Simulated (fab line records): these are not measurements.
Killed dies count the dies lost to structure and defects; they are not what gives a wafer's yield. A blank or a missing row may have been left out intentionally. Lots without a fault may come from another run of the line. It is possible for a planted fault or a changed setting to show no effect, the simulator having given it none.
fab line records	flow nand_harc
record: lots: 24	wafers: 72	last_day: 24
route steps=1159 shown A_CHANNEL_HOLE_D1@451 A_CHANNEL_FILL_D1@500 A_STAIRCASE@533
lots with no fault: from the same line, run without faults
start_h: hours from the record's first day to the start of the lot's first wafer shown	wait_h: hours since the lot's step before	" same as the row above	L1.1+2: a row that stands for several wafers	- either no value or no given start	* or withheld: withheld	< > ~ a bound
route shown NAME@n: a module of which the file shows steps, and the number in the route of the first	usual: mean/standard deviation taken from wafers without a fault	same: alike in all rows	chamber/n: place in a boat	sites: the reading at each site	_std_site: the standard deviation of these	_edge_site: inner sites' mean taken away from outer sites' mean	radius_mm: how far each site lies from the wafer's centre	mask NAME#n: copy n	behind: tool/chamber where the wafer was last shaped	hold: why the lot went on hold/how many hours it stayed there/how the hold came to an end	device: the transistor (n, p or np) that didn't switch	end of line: the tests these same wafers got at the end of their route	where a step has no rows: the recipe by itself	killed: the dies lost at the first sort to structure and to defects; this is not the yield of the wafer	map: a wafer's dies, x killed, . not, _ none there
set.NAME: setting as actually run; set.NAME@STEP: the setting as run at that earlier step	model.NAME: the simulator's own value behind a step, which no gauge read
route steps across a sampled set of lots; one table per step, one row per wafer
services: when a tool's chamber went out of use (start_h, in hours from the record's first day, below 0 if earlier), for how many hours, and the reason
== steps ==
step: NHARC_A_CHANNEL_HOLE_D1_DEP_01
recipe: target_thk_a: 1400	target_thk_nm: 140	temp_c: 400	pressure_torr: 3.5	flow_sccm: 200	rf_w: 350	material: SiON
usual: heater_power_w: 725/99
lot.wafer	tool	chamber	start_h	wait_h	heater_power_w
L076.1	pecvd-02	1	191.79	1.6	816
L076.5	"	0	"	"	904
L076.6	"	2	"	"	829
L074.2	pecvd-02	2	193.30	1.5	799
L074.3	"	0	"	"	815
L074.4	"	1	"	"	855
L077.1	pecvd-03	2	193.49	1.8	743
L077.5	"	1	"	"	614
L077.6	"	0	"	"	738
L075.3	pecvd-04	0	193.75	1.0	706
L075.6	"	1	"	"	610
L075.4	"	2	"	"	684
L078.2	pecvd-03	1	199.56	1.3	596
L078.1	"	2	"	"	687
L078.4	"	2	"	"	690
L079.1	pecvd-03	2	201.73	1.6	698
L079.2	"	0	"	"	702
L079.6	"	2	"	"	706
L081.2	pecvd-02	1	207.53	1.6	710
L081.1	"	0	"	"	935
L081.6	"	1	"	"	714
L080.3	pecvd-02	1	207.71	1.2	706
L080.1	"	0	"	"	858
L080.6	"	0	"	"	853
L082.2	pecvd-02	0	238.45	1.3	878
L082.3	"	1	"	"	772
L082.6	"	2	"	"	679
L084.2	pecvd-02	1	239.04	1.3	820
L084.1	"	2	"	"	773
L084.5	"	2	"	"	802
L083.3	pecvd-03	1	242.18	1.0	575
L083.1	"	0	"	"	791
L083.6	"	2	"	"	785
L086.1	pecvd-04	1	247.96	1.6	566
L086.6	"	1	"	"	582
L086.5	"	0	"	"	784
L088.3	pecvd-03	2	248.18	1.0	698
L088.2	"	0	"	"	738
L088.6	"	1	"	"	599
L085.1	pecvd-04	1	249.49	1.6	610
L085.4	"	1	"	"	608
L085.6	"	2	"	"	665
L087.1	pecvd-04	2	265.60	1.6	632
L087.3	"	1	"	"	630
L087.4	"	0	"	"	686
L089.1	pecvd-03	0	265.90	1.6	704
L089.6	"	0	"	"	687
L089.5	"	1	"	"	661
L090.6	pecvd-03	2	275.80	0.1	654
L090.5	"	0	"	"	678
L090.4	"	1	"	"	558
L091.1	pecvd-02	2	284.87	1.6	789
L091.3	"	2	"	"	795
L091.4	"	1	"	"	846
L092.4	pecvd-04	0	285.91	0.7	768
L092.6	"	1	"	"	531
L092.5	"	2	"	"	661
L093.3	pecvd-04	1	291.76	1.0	533
L093.1	"	2	"	"	737
L093.4	"	2	"	"	575
L094.5	pecvd-04	0	291.99	0.5	756
L094.6	"	1	"	"	558
L094.4	"	2	"	"	747
L095.1	pecvd-03	1	306.42	1.6	725
L095.2	"	0	"	"	837
L095.4	"	2	"	"	841
L096.3	pecvd-04	0	306.74	1.2	715
L096.6	"	1	"	"	616
L096.4	"	0	"	"	740
L097.2	pecvd-02	1	312.12	1.3	710
L097.1	"	2	"	"	788
L097.4	"	2	"	"	778
step: NHARC_A_CHANNEL_FILL_D1_ETCHBACK_20
recipe: target_depth_a: 270	time_s: 13.5	c4f8_flow_sccm: withheld	o2_flow_sccm: 8	ar_flow_sccm: withheld	rf_w: 600	bias_w: 1500	chemistry: C4F8/O2/Ar
usual: oes_product_au: 0.97/0.038	rf_vpp_V: 978/6.7
lot.wafer	tool	chamber	start_h	wait_h	oes_product_au	rf_hours_counter_h	rf_vpp_V
L074.2	rie_diel-10	0	226.05	-	0.98	1	971
L074.3	"	2	"	"	0.99	1	988
L074.4	"	3	"	"	0.99	1	979
L075.3	rie_diel-11	1	226.07	-	1.02	1	979
L075.4	"	3	"	"	0.99	1	988
L075.6	"	1	"	"	1.01	-	979
L076.1	rie_diel-13	3	226.08	-	0.94	24	983
L076.5	"	0	"	"	0.93	-	972
L076.6	"	1	"	"	0.92	-	974
L079.1	rie_diel-10	0	233.02	-	0.98	1	972
L079.2	"	1	"	"	1.00	1	988
L079.6	"	3	"	"	1.00	-	980
L078.4	rie_diel-11	0	233.04	-	1.00	1	970
L078.2	"	1	"	"	1.02	1	978
L078.1	"	2	"	"	1.01	1	972
L077.1	rie_diel-13	3	233.05	-	0.91	25	982
L077.6	"	2	"	"	0.93	-	973
L077.5	"	3	"	"	0.93	-	980
L080.1	rie_diel-11	2	239.47	-	1.00	2	970
L080.3	"	1	"	"	1.00	2	979
L080.6	"	3	"	"	0.99	-	987
L081.1	rie_diel-10	3	239.49	-	0.98	1	980
L081.2	"	0	"	"	0.98	1	972
L081.6	"	3	"	"	0.99	-	980
L082.2	rie_diel-10	1	272.24	-	1.01	2	988
L082.3	"	0	"	"	0.99	2	972
L082.6	"	1	"	"	1.01	-	988
L084.2	rie_diel-11	0	272.28	-	0.92	3	968
L084.1	"	1	"	"	0.94	3	979
L084.5	"	3	"	"	0.91	-	988
L083.1	rie_diel-13	0	275.60	-	0.93	33	972
L083.3	"	2	"	"	0.94	33	974
L083.6	"	1	"	"	0.92	-	974
L088.2	rie_diel-11	2	280.19	-	0.99	3	973
L088.3	"	0	"	"	1.00	3	969
L088.6	"	3	"	"	0.99	-	987
L086.1	rie_diel-10	1	280.20	-	0.99	2	987
L086.6	"	0	"	"	0.99	-	972
L086.5	"	3	"	"	1.00	-	980
L085.4	rie_diel-11	2	284.30	-	0.91	3	972
L085.1	"	3	"	"	0.91	3	988
L085.6	"	1	"	"	0.93	-	980
L087.1	rie_diel-10	3	299.88	-	0.93	3	979
L087.3	"	0	"	"	0.93	3	973
L087.4	"	1	"	"	0.93	3	987
L089.1	rie_diel-13	2	299.92	-	1.01	2	973
L089.5	"	3	"	"	1.01	-	981
L089.6	"	0	"	"	1.00	-	972
L090.4	rie_diel-11	1	309.42	-	0.93	4	978
L090.5	"	0	"	"	0.93	-	969
L090.6	"	1	"	"	0.92	-	980
L091.1	rie_diel-11	0	317.51	-	0.92	4	970
L091.3	"	1	"	"	0.93	4	981
L091.4	"	3	"	"	0.92	4	986
L092.4	rie_diel-13	0	317.51	-	1.00	4	972
L092.5	"	2	"	"	1.02	-	973
L092.6	"	3	"	"	1.01	-	980
L094.4	rie_diel-10	1	324.94	-	1.01	3	986
L094.6	"	1	"	"	1.01	-	987
L094.5	"	2	"	"	0.98	-	986
L093.1	rie_diel-13	2	324.95	-	1.01	6	974
L093.3	"	3	"	"	1.02	6	981
L093.4	"	1	"	"	1.00	6	974
L095.4	rie_diel-10	3	339.47	-	0.91	4	980
L095.1	"	1	"	"	0.93	4	988
L095.2	"	2	"	"	1.00	4	988
L096.4	rie_diel-13	2	343.17	-	1.01	10	974
L096.3	"	3	"	"	1.00	10	983
L096.6	"	1	"	"	0.99	-	973
L097.1	rie_diel-11	2	349.62	-	0.92	6	972
L097.4	"	0	"	"	0.92	6	970
L097.2	"	1	"	"	0.93	6	979
step: NHARC_A_STAIRCASE_STRIP_171
recipe: power_w: 1500	temp_c: 250	chemistry: O2
usual: drypump_motor_current_A: 5.7/0.45	heater_power_w: 329/25
lot.wafer	tool	chamber	start_h	wait_h	drypump_motor_current_A	heater_power_w	rf_hours_counter_h
L076.1	plasma_asher-01	1	251.20	-	5.2	323	48
L076.6	"	1	"	"	5.2	331	-
L076.5	"	0	"	"	5.9	317	-
L074.2	plasma_asher-02	0	251.45	-	5.4	313	19
L074.4	"	1	"	"	6.3	370	-
L074.3	"	0	"	"	5.4	317	-
L075.3	plasma_asher-02	0	253.83	-	5.4	319	-
L075.4	"	1	"	"	6.3	373	-
L075.6	"	1	"	"	6.3	382	-
L079.2	plasma_asher-01	1	258.27	-	5.2	329	50
L079.1	"	0	"	"	6.0	317	50
L079.6	"	0	"	"	5.9	313	-
L077.1	plasma_asher-01	0	258.56	-	5.9	320	51
L077.5	"	0	"	"	5.9	323	-
L077.6	"	1	"	"	5.2	318	-
L078.1	plasma_asher-02	1	258.59	-	6.3	374	22
L078.2	"	0	"	"	5.4	323	22
L078.4	"	0	"	"	5.4	312	-
L080.1	plasma_asher-02	1	265.76	-	6.3	372	25
L080.3	"	0	"	"	5.4	321	-
L080.6	"	1	"	"	6.3	374	-
L081.2	plasma_asher-01	1	265.84	-	5.2	331	54
L081.1	"	0	"	"	5.9	323	54
L081.6	"	0	"	"	5.9	323	-
L082.2	plasma_asher-01	0	297.87	-	5.9	296	4
L082.3	"	0	"	"	5.9	301	-
L082.6	"	1	"	"	5.2	324	-
L084.2	plasma_asher-02	1	298.03	-	6.3	381	38
L084.1	"	0	"	"	5.4	309	38
L084.5	"	0	"	"	5.4	318	-
L083.1	plasma_asher-01	0	301.85	-	5.9	305	5
L083.3	"	1	"	"	5.2	321	-
L083.6	"	1	"	"	5.2	317	-
L086.1	plasma_asher-02	0	305.75	-	5.4	308	41
L086.5	"	0	"	"	5.4	319	-
L086.6	"	1	"	"	6.4	378	-
L088.2	plasma_asher-01	0	306.11	-	5.9	309	6
L088.3	"	1	"	"	5.2	319	-
L088.6	"	1	"	"	5.2	336	-
L085.1	plasma_asher-01	1	309.72	-	5.2	328	7
L085.4	"	0	"	"	5.9	305	-
L085.6	"	0	"	"	5.9	309	-
L087.1	plasma_asher-01	1	325.12	-	5.2	326	13
L087.4	"	0	"	"	5.9	300	-
L087.3	"	1	"	"	5.2	327	-
L089.1	plasma_asher-02	1	325.41	-	6.3	367	48
L089.5	"	1	"	"	6.3	375	-
L089.6	"	0	"	"	5.4	312	-
L090.4	plasma_asher-02	1	337.44	-	6.3	371	-
L090.5	"	1	"	"	6.4	376	-
L090.6	"	0	"	"	5.4	320	-
L091.1	plasma_asher-02	1	347.65	-	6.4	366	55
L091.3	"	1	"	"	6.3	371	-
L091.4	"	0	"	"	5.4	318	-
L092.4	plasma_asher-02	1	348.14	-	6.4	376	-
L092.6	"	1	"	"	6.4	373	-
L092.5	"	0	"	"	5.4	313	-
L094.4	plasma_asher-02	0	351.48	-	5.4	327	-
L094.5	"	1	"	"	6.4	368	-
L094.6	"	0	"	"	5.4	315	-
L093.1	plasma_asher-01	0	351.61	-	5.9	309	21
L093.4	"	1	"	"	5.2	319	-
L093.3	"	0	"	"	5.9	299	-
L095.1	plasma_asher-01	1	366.71	-	5.2	326	30
L095.2	"	0	"	"	5.9	303	30
L095.4	"	0	"	"	6.0	302	-
L096.3	plasma_asher-01	1	369.81	-	5.2	317	-
L096.4	"	0	"	"	5.9	304	-
L096.6	"	1	"	"	5.2	330	-
L097.1	plasma_asher-01	1	375.78	-	5.2	321	34
L097.2	"	0	"	"	5.9	310	34
L097.4	"	1	"	"	5.2	329	-
step: NHARC_A_STAIRCASE_TRIM_14
recipe: time_s: 211.2	o2_flow_sccm: 500	ar_flow_sccm: 0	bias_w: 0	chemistry: O2
usual: drypump_motor_current_A: 5.7/0.43	oes_product_au: 1.001/0.0089	rf_vpp_V: 57.8/0.92	showerhead_plenum_p_Torr: 3.47/0.13	throttle_valve_pct: 17.035/0.0089
lot.wafer	tool	chamber	start_h	wait_h	drypump_motor_current_A	oes_product_au	rf_hours_counter_h	rf_vpp_V	showerhead_plenum_p_Torr	throttle_valve_pct
L076.1	rie_diel-08	2	-	-	6.0	0.977	31	58.4	3.39	17.046
L076.6	"	1	"	"	5.5	0.996	-	56.8	3.49	17.032
L076.5	"	2	"	"	6.0	1.000	-	59.0	3.39	17.043
L074.2	rie_diel-07	2	-	-	5.9	1.002	2	57.1	3.56	17.057
L074.4	"	3	"	"	5.3	0.989	2	57.7	3.50	17.030
L074.3	"	0	"	"	5.9	1.004	2	58.7	3.77	17.047
L075.3	rie_diel-08	0	-	-	5.8	0.999	46	57.1	3.34	17.043
L075.4	"	1	"	"	5.5	0.998	-	57.6	3.49	17.056
L075.6	"	0	"	"	5.8	1.014	-	56.5	3.34	17.030
L079.1	rie_diel-01	2	-	-	6.1	1.012	42	58.6	3.63	17.050
L079.2	"	3	"	"	5.3	0.984	40	58.5	3.48	17.026
L079.6	"	1	"	"	5.1	1.005	-	58.1	3.36	17.034
L077.1	rie_diel-07	0	-	-	5.8	1.003	5	58.6	3.77	17.032
L077.6	"	2	"	"	5.9	1.014	-	58.0	3.56	17.027
L077.5	"	3	"	"	5.3	0.994	-	59.3	3.50	17.024
L078.2	rie_diel-07	2	-	-	6.0	1.007	4	58.7	3.56	17.038
L078.1	"	3	"	"	5.3	1.001	4	56.1	3.50	17.028
L078.4	"	0	"	"	5.8	1.008	5	59.3	3.77	17.054
L080.3	rie_diel-01	2	-	-	6.0	1.006	46	58.6	3.62	17.036
L080.1	"	1	"	"	5.1	1.008	50	57.7	3.35	17.034
L080.6	"	2	"	"	6.0	1.001	-	57.0	3.62	17.042
L081.2	rie_diel-07	0	-	-	5.8	1.016	7	58.0	3.77	17.029
L081.1	"	1	"	"	5.6	1.004	8	57.3	3.51	17.042
L081.6	"	0	"	"	5.8	0.998	-	57.5	3.77	17.029
L082.3	rie_diel-01	1	-	-	5.1	1.002	63	58.1	3.35	17.030
L082.2	"	2	"	"	6.0	0.998	58	56.5	3.62	17.028
L082.6	"	2	"	"	6.0	0.997	-	59.6	3.62	17.049
L084.1	rie_diel-08	2	-	-	6.0	0.991	44	56.0	3.38	17.032
L084.2	"	3	"	"	5.6	0.998	62	58.2	3.33	17.038
L084.5	"	1	"	"	5.5	0.997	-	56.1	3.48	17.032
L083.1	rie_diel-07	0	-	-	5.8	1.013	18	57.5	3.76	17.040
L083.3	"	1	"	"	5.7	1.010	18	57.3	3.50	17.039
L083.6	"	0	"	"	5.8	1.009	-	59.1	3.76	17.036
L086.1	rie_diel-01	3	-	-	5.4	0.992	58	58.4	3.47	17.039
L086.5	"	2	"	"	6.0	0.997	-	57.4	3.62	17.032
L086.6	"	3	"	"	5.4	0.985	-	58.6	3.47	17.025
L088.3	rie_diel-01	3	-	-	5.4	0.990	58	57.9	3.47	17.030
L088.2	"	1	"	"	5.1	1.000	66	56.2	3.35	17.040
L088.6	"	0	"	"	6.7	1.002	-	58.7	3.30	17.029
L085.4	rie_diel-01	3	-	-	5.4	0.992	60	58.4	3.47	17.025
L085.1	"	2	"	"	6.1	1.000	63	56.8	3.62	17.028
L085.6	"	3	"	"	5.4	0.987	-	57.0	3.47	17.023
L087.3	rie_diel-07	3	-	-	5.3	0.998	31	57.3	3.49	17.045
L087.1	"	1	"	"	5.7	1.010	29	57.2	3.49	17.049
L087.4	"	1	"	"	5.7	1.014	-	57.5	3.49	17.021
L089.1	rie_diel-01	0	-	-	6.7	1.012	1	58.1	3.30	17.029
L089.6	"	0	"	"	6.8	1.010	-	58.3	3.30	17.031
L089.5	"	1	"	"	5.1	1.003	-	58.9	3.34	17.029
L090.4	rie_diel-08	0	-	-	5.8	1.003	14	57.1	3.32	17.051
L090.6	"	3	"	"	5.6	0.995	-	58.8	3.32	17.044
L090.5	"	0	"	"	5.7	0.997	-	58.5	3.32	17.034
L091.3	rie_diel-07	0	-	-	5.8	1.011	34	58.5	3.75	17.040
L091.1	"	2	"	"	5.9	1.009	40	58.2	3.54	17.041
L091.4	"	3	"	"	5.3	0.997	39	57.3	3.48	17.027
L092.4	rie_diel-01	0	-	-	6.7	1.012	10	55.9	3.29	17.041
L092.6	"	3	"	"	5.4	0.996	-	57.3	3.46	17.030
L092.5	"	0	"	"	6.7	1.006	-	58.1	3.29	17.029
L094.4	rie_diel-07	3	-	-	5.2	0.993	40	57.1	3.48	17.028
L094.5	"	1	"	"	5.6	1.021	-	57.8	3.49	17.037
L094.6	"	2	"	"	5.9	1.012	-	58.6	3.54	17.038
L093.4	rie_diel-01	2	-	-	6.0	1.002	10	57.7	3.61	17.029
L093.1	"	0	"	"	6.7	1.012	12	56.3	3.29	17.039
L093.3	"	1	"	"	5.1	1.005	9	57.9	3.34	17.028
L095.1	rie_diel-08	1	-	-	5.5	0.998	14	57.2	3.48	17.036
L095.4	"	2	"	"	6.0	1.003	23	58.2	3.37	17.029
L095.2	"	3	"	"	5.6	0.997	26	56.8	3.31	17.037
L096.4	rie_diel-08	2	-	-	6.0	1.004	26	56.2	3.37	17.018
L096.3	"	3	"	"	5.5	1.005	29	56.1	3.31	17.032
L096.6	"	1	"	"	5.5	0.986	-	57.6	3.47	17.038
L097.2	rie_diel-07	1	-	-	5.7	0.998	48	57.0	3.48	17.044
L097.4	"	3	"	"	5.3	0.991	52	57.2	3.47	17.020
L097.1	"	0	"	"	5.9	1.007	46	58.3	3.74	17.029
step: NHARC_A_STAIRCASE_ETCH_190
recipe: target_depth_a: 1000	time_s: 40.5	ion_energy_ev: 400	c4f8_flow_sccm: 20	o2_flow_sccm: 10	ar_flow_sccm: withheld	rf_w: 600	bias_w: 1000	chemistry: C4F8/O2
usual: oes_product_au: 0.941/0.01	rf_vpp_V: 894/5.2
lot.wafer	tool	chamber	start_h	wait_h	oes_product_au	rf_hours_counter_h	rf_vpp_V
L076.1	rie_diel-01	3	-	-	0.931	39	895
L076.5	"	1	"	"	0.955	-	890
L076.6	"	2	"	"	0.948	-	901
L074.2	rie_diel-08	0	-	-	0.937	46	890
L074.3	"	1	"	"	0.935	38	895
L074.4	"	1	"	"	0.928	-	894
L075.3	rie_diel-01	0	-	-	0.948	44	888
L075.4	"	1	"	"	0.948	45	890
L075.6	"	3	"	"	0.942	-	896
L079.1	rie_diel-08	3	-	-	0.929	50	889
L079.2	"	0	"	"	0.945	50	889
L079.6	"	1	"	"	0.927	-	895
L077.1	rie_diel-08	1	-	-	0.926	43	894
L077.6	"	0	"	"	0.934	-	890
L077.5	"	1	"	"	0.919	-	893
L078.1	rie_diel-08	1	-	-	0.927	43	896
L078.2	"	0	"	"	0.946	51	887
L078.4	"	3	"	"	0.934	-	890
L081.1	rie_diel-08	2	-	-	0.944	36	890
L081.2	"	0	"	"	0.956	55	889
L081.6	"	1	"	"	0.933	-	894
L080.3	rie_diel-07	1	-	-	0.955	10	895
L080.1	"	2	"	"	0.959	10	899
L080.6	"	0	"	"	0.956	-	905
L082.2	rie_diel-07	0	-	-	0.960	18	904
L082.3	"	2	"	"	0.941	19	897
L082.6	"	1	"	"	0.956	-	897
L084.1	rie_diel-01	3	-	-	0.939	56	894
L084.2	"	2	"	"	0.945	60	899
L084.5	"	0	"	"	0.937	-	888
L083.1	rie_diel-07	0	-	-	0.938	20	904
L083.3	"	3	"	"	0.933	21	896
L083.6	"	0	"	"	0.937	-	905
L086.1	rie_diel-08	1	-	-	0.926	0	895
L086.5	"	1	"	"	0.927	-	894
L086.6	"	2	"	"	0.931	-	891
L088.2	rie_diel-07	0	-	-	0.946	23	904
L088.3	"	2	"	"	0.936	24	898
L088.6	"	0	"	"	0.947	-	904
L085.1	rie_diel-07	0	-	-	0.951	23	903
L085.4	"	1	"	"	0.960	24	895
L085.6	"	0	"	"	0.947	-	903
L089.1	rie_diel-01	1	-	-	0.932	3	889
L089.5	"	3	"	"	0.931	-	895
L089.6	"	0	"	"	0.931	-	887
L087.1	rie_diel-07	0	-	-	0.952	29	905
L087.3	"	1	"	"	0.934	34	895
L087.4	"	2	"	"	0.950	35	897
L090.4	rie_diel-08	0	-	-	0.956	16	888
L090.6	"	1	"	"	0.949	-	895
L090.5	"	2	"	"	0.926	-	891
L091.1	rie_diel-08	0	-	-	0.929	18	888
L091.3	"	2	"	"	0.931	17	889
L091.4	"	0	"	"	0.937	-	888
L092.5	rie_diel-08	3	-	-	0.945	-	888
L092.6	"	0	"	"	0.937	-	887
L092.4	"	2	"	"	0.931	-	890
L094.4	rie_diel-01	2	-	-	0.948	11	898
L094.5	"	3	"	"	0.941	-	894
L094.6	"	0	"	"	0.955	-	888
L093.1	rie_diel-07	0	-	-	0.956	37	902
L093.4	"	1	"	"	0.946	41	894
L093.3	"	2	"	"	0.948	42	895
L095.2	rie_diel-01	0	-	-	0.938	19	886
L095.1	"	1	"	"	0.940	16	888
L095.4	"	3	"	"	0.921	20	894
L096.4	rie_diel-01	1	-	-	0.944	18	889
L096.3	"	0	"	"	0.949	22	886
L096.6	"	2	"	"	0.939	-	899
L097.2	rie_diel-07	0	-	-	0.947	47	903
L097.4	"	1	"	"	0.949	49	894
L097.1	"	2	"	"	0.964	52	896
step: NHARC_A_STAIRCASE_DESCUM_252
recipe: time_s: 3	o2_flow_sccm: 200	ar_flow_sccm: 0	bias_power_w: 0	chemistry: O2
usual: drypump_motor_current_A: 5.7/0.41	oes_product_au: 1.000/0.009	rf_vpp_V: 57.6/0.88	showerhead_plenum_p_Torr: 1.86/0.073	throttle_valve_pct: 11.311/0.0082
lot.wafer	tool	chamber	start_h	wait_h	drypump_motor_current_A	oes_product_au	rf_hours_counter_h	rf_vpp_V	showerhead_plenum_p_Torr	throttle_valve_pct
L076.1	rie_diel-01	1	264.45	-	5.1	1.011	48	57.1	1.81	11.319
L076.6	"	0	"	"	6.7	1.011	-	57.5	1.79	11.331
L076.5	"	1	"	"	5.1	1.003	-	56.4	1.81	11.300
L074.3	rie_diel-08	3	265.52	-	5.5	1.000	51	56.3	1.80	11.307
L074.2	"	1	"	"	5.5	1.008	43	57.6	1.89	11.319
L074.4	"	3	"	"	5.6	1.009	-	57.3	1.80	11.302
L075.3	rie_diel-08	3	268.32	-	5.5	1.006	53	57.2	1.80	11.309
L075.4	"	0	"	"	5.7	1.018	-	57.2	1.80	11.313
L075.6	"	1	"	"	5.5	1.006	-	58.7	1.89	11.307
L079.1	rie_diel-01	0	275.27	-	6.7	1.015	53	58.5	1.78	11.327
L079.2	"	1	"	"	5.1	1.019	55	56.8	1.81	11.306
L079.6	"	0	"	"	6.7	1.006	-	55.5	1.78	11.295
L078.1	rie_diel-01	3	275.82	-	5.3	0.994	49	56.7	1.88	11.319
L078.2	"	1	"	"	5.1	0.999	55	57.6	1.81	11.314
L078.4	"	2	"	"	6.0	0.994	50	58.3	1.97	11.306
L077.1	rie_diel-01	2	276.62	-	6.0	0.996	51	57.3	1.97	11.286
L077.6	"	1	"	"	5.1	1.010	-	55.8	1.81	11.320
L077.5	"	2	"	"	6.0	1.006	-	58.1	1.97	11.305
L080.1	rie_diel-01	0	280.48	-	6.7	1.011	54	57.4	1.78	11.307
L080.3	"	1	"	"	5.1	1.009	56	56.9	1.81	11.322
L080.6	"	0	"	"	6.7	1.001	-	56.3	1.78	11.313
L081.2	rie_diel-01	3	280.72	-	5.4	0.982	50	58.8	1.88	11.323
L081.1	"	0	"	"	6.7	0.999	54	58.2	1.78	11.309
L081.6	"	1	"	"	5.1	1.002	-	56.3	1.81	11.313
L082.3	rie_diel-07	1	311.53	-	5.6	1.018	22	57.6	1.90	11.315
L082.2	"	2	"	"	5.9	1.006	24	59.2	1.93	11.322
L082.6	"	3	"	"	5.3	0.997	-	58.5	1.89	11.307
L084.1	rie_diel-08	2	312.87	-	6.0	0.995	0	57.6	1.83	11.304
L084.2	"	0	"	"	5.8	1.002	0	58.0	1.80	11.310
L084.5	"	2	"	"	6.0	0.988	-	57.0	1.83	11.301
L083.3	rie_diel-07	3	317.05	-	5.2	0.994	25	56.7	1.89	11.325
L083.1	"	1	"	"	5.7	1.008	25	57.2	1.89	11.301
L083.6	"	0	"	"	5.9	1.006	-	58.5	2.05	11.316
L086.1	rie_diel-07	2	321.85	-	5.9	0.999	29	58.9	1.92	11.306
L086.6	"	1	"	"	5.6	1.015	-	57.1	1.89	11.308
L086.5	"	3	"	"	5.3	0.998	-	55.7	1.89	11.302
L088.2	rie_diel-08	0	322.64	-	5.7	0.995	8	58.6	1.79	11.310
L088.3	"	1	"	"	5.5	0.994	5	56.6	1.89	11.308
L088.6	"	0	"	"	5.8	0.997	-	58.0	1.79	11.327
L085.1	rie_diel-07	1	326.52	-	5.6	0.998	29	57.9	1.89	11.308
L085.6	"	3	"	"	5.2	0.991	-	58.5	1.89	11.311
L085.4	"	1	"	"	5.6	0.999	-	58.2	1.89	11.317
L089.1	rie_diel-07	1	340.29	-	5.7	0.999	36	56.7	1.89	11.311
L089.6	"	3	"	"	5.2	0.987	-	58.2	1.89	11.309
L089.5	"	0	"	"	5.8	0.998	-	55.3	2.04	11.322
L087.1	rie_diel-08	0	341.21	-	5.8	0.998	15	58.6	1.79	11.321
L087.3	"	2	"	"	6.0	1.000	14	58.6	1.82	11.303
L087.4	"	3	"	"	5.5	0.999	16	57.3	1.79	11.301
L090.4	rie_diel-08	0	350.73	-	5.8	1.002	-	57.6	1.79	11.303
L090.6	"	2	"	"	6.0	0.995	-	55.8	1.82	11.317
L090.5	"	3	"	"	5.5	1.004	-	58.9	1.79	11.312
L092.5	rie_diel-08	0	361.92	-	5.8	0.999	-	57.8	1.79	11.302
L092.6	"	2	"	"	6.0	1.003	-	57.5	1.82	11.306
L092.4	"	3	"	"	5.6	1.009	-	55.9	1.79	11.304
L091.1	rie_diel-08	2	362.29	-	6.0	0.999	20	57.9	1.82	11.311
L091.3	"	3	"	"	5.6	0.999	23	57.2	1.79	11.310
L091.4	"	2	"	"	6.0	0.995	-	55.8	1.82	11.323
L094.4	rie_diel-01	3	365.63	-	5.4	1.003	16	57.5	1.87	11.312
L094.6	"	0	"	"	6.7	1.006	-	57.7	1.78	11.307
L094.5	"	1	"	"	5.1	1.001	-	57.6	1.80	11.303
L093.3	rie_diel-07	0	365.86	-	5.8	1.010	40	58.4	2.04	11.311
L093.4	"	1	"	"	5.7	1.013	44	56.4	1.89	11.305
L093.1	"	2	"	"	5.9	1.004	45	57.9	1.92	11.312
L095.1	rie_diel-07	2	380.82	-	5.9	1.006	52	56.7	1.92	11.325
L095.2	"	0	"	"	5.8	1.005	47	58.2	2.04	11.304
L095.4	"	1	"	"	5.6	1.001	49	58.0	1.89	11.309
L096.3	rie_diel-07	2	386.54	-	5.9	1.000	54	58.3	1.92	11.306
L096.4	"	0	"	"	5.7	0.995	49	57.5	2.04	11.308
L096.6	"	3	"	"	5.3	0.992	-	57.9	1.88	11.311
L097.4	rie_diel-08	2	388.97	-	6.0	0.997	31	57.7	1.82	11.314
L097.2	"	3	"	"	5.5	0.983	34	57.0	1.79	11.308
L097.1	"	0	"	"	5.7	0.995	34	56.8	1.79	11.312
== services ==
tool	chamber	start_h	hours	kind
rie_diel-10	-	176.50	9.0	pm
pecvd-04	2	177.51	5.0	repair
rie_diel-07	3	178.24	7.3	repair
plasma_asher-02	-	183.00	9.0	pm
rie_diel-11	-	189.50	9.0	pm
pecvd-04	-	195.00	13.0	pm
rie_diel-10	0	207.78	2.1	repair
rie_diel-07	-	228.51	9.0	pm
rie_diel-08	-	236.07	1.2	repair
pecvd-04	-	244.85	1.2	repair
rie_diel-10	0	248.10	6.1	repair
rie_diel-10	2	252.95	12.7	repair
rie_diel-08	3	254.08	6.2	repair
plasma_asher-01	-	276.00	9.0	pm
pecvd-02	0	277.81	12.3	repair
rie_diel-10	2	279.70	4.8	repair
pecvd-03	-	292.09	13.0	pm
rie_diel-08	-	302.88	9.0	pm
rie_diel-01	-	314.93	9.0	pm
rie_diel-08	-	321.30	0.4	repair
rie_diel-08	1	348.57	18.6	repair
plasma_asher-02	-	360.00	9.0	pm
rie_diel-11	-	366.63	9.0	pm
rie_diel-01	1	385.95	10.3	repair
== key ==
fault none
